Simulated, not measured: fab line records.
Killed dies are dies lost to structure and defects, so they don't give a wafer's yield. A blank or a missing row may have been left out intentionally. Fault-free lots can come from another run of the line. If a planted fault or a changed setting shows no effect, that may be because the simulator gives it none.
Lot-split experiment || flow n5_finfet || 39 wafers read across 7 lots, on a route 1938 steps long

== ABOUT THE SPLIT ==
At N5_MOL_CONTACT_COAG_CONTACT_ETCH_14 (etches SiO2 in C4F6/O2, target depth 27.5 nm, overetch 8.5 nm, time 20 s), the setting source_w was moved away from the recipe's 370 W on 15 of the 39 wafers read, by -8.5% to +14.7%. For the rest of the wafers, this setting stayed at what the recipe calls for.

The reading is taken at the split's own step.

== THE READING ==
rf_vpp_V, in V, at N5_MOL_CONTACT_COAG_CONTACT_ETCH_14 (etches SiO2 in C4F6/O2, target depth 27.5 nm, overetch 8.5 nm, time 20 s). A value of 694.1 V with a standard deviation of 2.7 V is what fault-free wafers of this fab line usually give.

{"wafer": "L076.1", "tool, chamber at the split": "rie_diel-04, 0", "source_w as run, W": 414.9, "against the recipe": "+12.1%", "rf_vpp_V, V": 660.8, "against lot-mates on the recipe": -31.6}
{"wafer": "L076.2", "tool, chamber at the split": "rie_diel-04, 2", "source_w as run, W": 370, "against the recipe": "recipe", "rf_vpp_V, V": 694.1, "against lot-mates on the recipe": "-"}
{"wafer": "L076.3", "tool, chamber at the split": "rie_diel-04, 3", "source_w as run, W": 370, "against the recipe": "recipe", "rf_vpp_V, V": 696.2, "against lot-mates on the recipe": "-"}
{"wafer": "L076.4", "tool, chamber at the split": "rie_diel-04, 1", "source_w as run, W": 414.9, "against the recipe": "+12.1%", "rf_vpp_V, V": 671.4, "against lot-mates on the recipe": -21.0}
{"wafer": "L076.5", "tool, chamber at the split": "rie_diel-04, 3", "source_w as run, W": 414.9, "against the recipe": "+12.1%", "rf_vpp_V, V": 675.8, "against lot-mates on the recipe": -16.6}
{"wafer": "L076.6", "tool, chamber at the split": "rie_diel-04, 0", "source_w as run, W": 370, "against the recipe": "recipe", "rf_vpp_V, V": 686.8, "against lot-mates on the recipe": "-"}
{"wafer": "L080.1", "tool, chamber at the split": "rie_diel-01, 2", "source_w as run, W": 370, "against the recipe": "recipe", "rf_vpp_V, V": 689.8, "against lot-mates on the recipe": "-"}
{"wafer": "L080.2", "tool, chamber at the split": "rie_diel-01, 1", "source_w as run, W": 393.7, "against the recipe": "+6.4%", "rf_vpp_V, V": 679.6, "against lot-mates on the recipe": -11.9}
{"wafer": "L080.3", "tool, chamber at the split": "rie_diel-01, 3", "source_w as run, W": 393.7, "against the recipe": "+6.4%", "rf_vpp_V, V": 679.4, "against lot-mates on the recipe": -12.1}
{"wafer": "L080.4", "tool, chamber at the split": "rie_diel-01, 0", "source_w as run, W": 393.7, "against the recipe": "+6.4%", "rf_vpp_V, V": 689.3, "against lot-mates on the recipe": -2.2}
{"wafer": "L080.5", "tool, chamber at the split": "rie_diel-01, 1", "source_w as run, W": 370, "against the recipe": "recipe", "rf_vpp_V, V": 693.8, "against lot-mates on the recipe": "-"}
{"wafer": "L080.6", "tool, chamber at the split": "rie_diel-01, 2", "source_w as run, W": 370, "against the recipe": "recipe", "rf_vpp_V, V": 690.8, "against lot-mates on the recipe": "-"}
{"wafer": "L085.2", "tool, chamber at the split": "rie_diel-01, 0", "source_w as run, W": 370, "against the recipe": "recipe", "rf_vpp_V, V": 697.1, "against lot-mates on the recipe": "-"}
{"wafer": "L085.3", "tool, chamber at the split": "rie_diel-01, 2", "source_w as run, W": 370, "against the recipe": "recipe", "rf_vpp_V, V": 689.5, "against lot-mates on the recipe": "-"}
{"wafer": "L085.5", "tool, chamber at the split": "rie_diel-01, 1", "source_w as run, W": 370, "against the recipe": "recipe", "rf_vpp_V, V": 693.6, "against lot-mates on the recipe": "-"}
{"wafer": "L087.1", "tool, chamber at the split": "rie_diel-01, 2", "source_w as run, W": 403.8, "against the recipe": "+9.1%", "rf_vpp_V, V": 670.7, "against lot-mates on the recipe": -23.5}
{"wafer": "L087.2", "tool, chamber at the split": "rie_diel-01, 1", "source_w as run, W": 403.8, "against the recipe": "+9.1%", "rf_vpp_V, V": 673.8, "against lot-mates on the recipe": -20.4}
{"wafer": "L087.3", "tool, chamber at the split": "rie_diel-01, 3", "source_w as run, W": 370, "against the recipe": "recipe", "rf_vpp_V, V": 692.0, "against lot-mates on the recipe": "-"}
{"wafer": "L087.4", "tool, chamber at the split": "rie_diel-01, 0", "source_w as run, W": 403.8, "against the recipe": "+9.1%", "rf_vpp_V, V": 683.3, "against lot-mates on the recipe": -10.9}
{"wafer": "L087.5", "tool, chamber at the split": "rie_diel-01, 0", "source_w as run, W": 370, "against the recipe": "recipe", "rf_vpp_V, V": 697.4, "against lot-mates on the recipe": "-"}
{"wafer": "L087.6", "tool, chamber at the split": "rie_diel-01, 1", "source_w as run, W": 370, "against the recipe": "recipe", "rf_vpp_V, V": 693.1, "against lot-mates on the recipe": "-"}
{"wafer": "L088.1", "tool, chamber at the split": "rie_diel-06, 2", "source_w as run, W": 338.5, "against the recipe": "-8.5%", "rf_vpp_V, V": 714.4, "against lot-mates on the recipe": "+21.2"}
{"wafer": "L088.2", "tool, chamber at the split": "rie_diel-06, 0", "source_w as run, W": 370, "against the recipe": "recipe", "rf_vpp_V, V": 691.8, "against lot-mates on the recipe": "-"}
{"wafer": "L088.3", "tool, chamber at the split": "rie_diel-06, 3", "source_w as run, W": 370, "against the recipe": "recipe", "rf_vpp_V, V": 693.5, "against lot-mates on the recipe": "-"}
{"wafer": "L088.4", "tool, chamber at the split": "rie_diel-06, 1", "source_w as run, W": 338.5, "against the recipe": "-8.5%", "rf_vpp_V, V": 713.2, "against lot-mates on the recipe": "+20.0"}
{"wafer": "L088.5", "tool, chamber at the split": "rie_diel-06, 1", "source_w as run, W": 370, "against the recipe": "recipe", "rf_vpp_V, V": 694.2, "against lot-mates on the recipe": "-"}
{"wafer": "L088.6", "tool, chamber at the split": "rie_diel-06, 0", "source_w as run, W": 338.5, "against the recipe": "-8.5%", "rf_vpp_V, V": 710.3, "against lot-mates on the recipe": "+17.1"}
{"wafer": "L091.1", "tool, chamber at the split": "rie_diel-01, 0", "source_w as run, W": 370, "against the recipe": "recipe", "rf_vpp_V, V": 698.7, "against lot-mates on the recipe": "-"}
{"wafer": "L091.2", "tool, chamber at the split": "rie_diel-01, 1", "source_w as run, W": 370, "against the recipe": "recipe", "rf_vpp_V, V": 693.1, "against lot-mates on the recipe": "-"}
{"wafer": "L091.3", "tool, chamber at the split": "rie_diel-01, 3", "source_w as run, W": 370, "against the recipe": "recipe", "rf_vpp_V, V": 692.0, "against lot-mates on the recipe": "-"}
{"wafer": "L091.4", "tool, chamber at the split": "rie_diel-01, 2", "source_w as run, W": 370, "against the recipe": "recipe", "rf_vpp_V, V": 691.1, "against lot-mates on the recipe": "-"}
{"wafer": "L091.5", "tool, chamber at the split": "rie_diel-01, 1", "source_w as run, W": 370, "against the recipe": "recipe", "rf_vpp_V, V": 694.3, "against lot-mates on the recipe": "-"}
{"wafer": "L091.6", "tool, chamber at the split": "rie_diel-01, 0", "source_w as run, W": 370, "against the recipe": "recipe", "rf_vpp_V, V": 697.4, "against lot-mates on the recipe": "-"}
{"wafer": "L096.1", "tool, chamber at the split": "rie_diel-01, 0", "source_w as run, W": 424.5, "against the recipe": "+14.7%", "rf_vpp_V, V": 673.8, "against lot-mates on the recipe": -21.2}
{"wafer": "L096.2", "tool, chamber at the split": "rie_diel-01, 2", "source_w as run, W": 424.5, "against the recipe": "+14.7%", "rf_vpp_V, V": 660.2, "against lot-mates on the recipe": -34.8}
{"wafer": "L096.3", "tool, chamber at the split": "rie_diel-01, 1", "source_w as run, W": 370, "against the recipe": "recipe", "rf_vpp_V, V": 693.2, "against lot-mates on the recipe": "-"}
{"wafer": "L096.4", "tool, chamber at the split": "rie_diel-01, 3", "source_w as run, W": 370, "against the recipe": "recipe", "rf_vpp_V, V": 694.3, "against lot-mates on the recipe": "-"}
{"wafer": "L096.5", "tool, chamber at the split": "rie_diel-01, 0", "source_w as run, W": 370, "against the recipe": "recipe", "rf_vpp_V, V": 697.5, "against lot-mates on the recipe": "-"}
{"wafer": "L096.6", "tool, chamber at the split": "rie_diel-01, 1", "source_w as run, W": 424.5, "against the recipe": "+14.7%", "rf_vpp_V, V": 663.3, "against lot-mates on the recipe": -31.7}

THE FIT
A straight line over all 39 wafers: rf_vpp_V changes by -1.98 V for each +1% of source_w; r = -0.95; the points scatter about the line by 4 V.
The same after taking each lot's own level away (the mean of its wafers on the recipe; 39 wafers): -1.99 V for each +1%; r = -0.95; scatter 4 V.
According to that fit, moving source_w by its largest amount changes the reading by 29 V.
From 691.47 to 695.00 V: that is the span of the lots' own levels, equal to 1.3 times the standard deviation above.
The two slopes agree, so the slope changes little with the lot-to-lot level.
Check: with one of the wafers moved furthest among these (+14.7%) left out of the fit, the line predicts -29.9 V for it against its lot-mates. It came out at -21.2 V against them.
Tool readings at the split's step, against how far the setting was moved: rf_vpp_V r = -0.95.

== OTHER SPLITS APPLIED TO THESE WAFERS ==
Before the reading, these wafers also passed through other splits. Each is held against what the fit with the lots' levels taken away leaves over:
{"other split on the same wafers": "N5_FIN_SAQP_FIN_ETCH_36 icp_w", "wafers away from the commonest value": 12, "r with rf_vpp_V (lot level and that fit taken away)": "+0.06"}
{"other split on the same wafers": "N5_DUMMY_GATE_ETCH_44 target_depth_a", "wafers away from the commonest value": 18, "r with rf_vpp_V (lot level and that fit taken away)": "+0.04"}
{"other split on the same wafers": "N5_DUMMY_GATE_ETCH_42 bias_w", "wafers away from the commonest value": 12, "r with rf_vpp_V (lot level and that fit taken away)": "+0.26"}
{"other split on the same wafers": "N5_SD_EPI_N_EXPOSE_06 dose_mj", "wafers away from the commonest value": 15, "r with rf_vpp_V (lot level and that fit taken away)": -0.02}

== FILE'S OWN FIT ==
rf_vpp_V changes by -1.96 V for each +1% of source_w, r = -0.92.
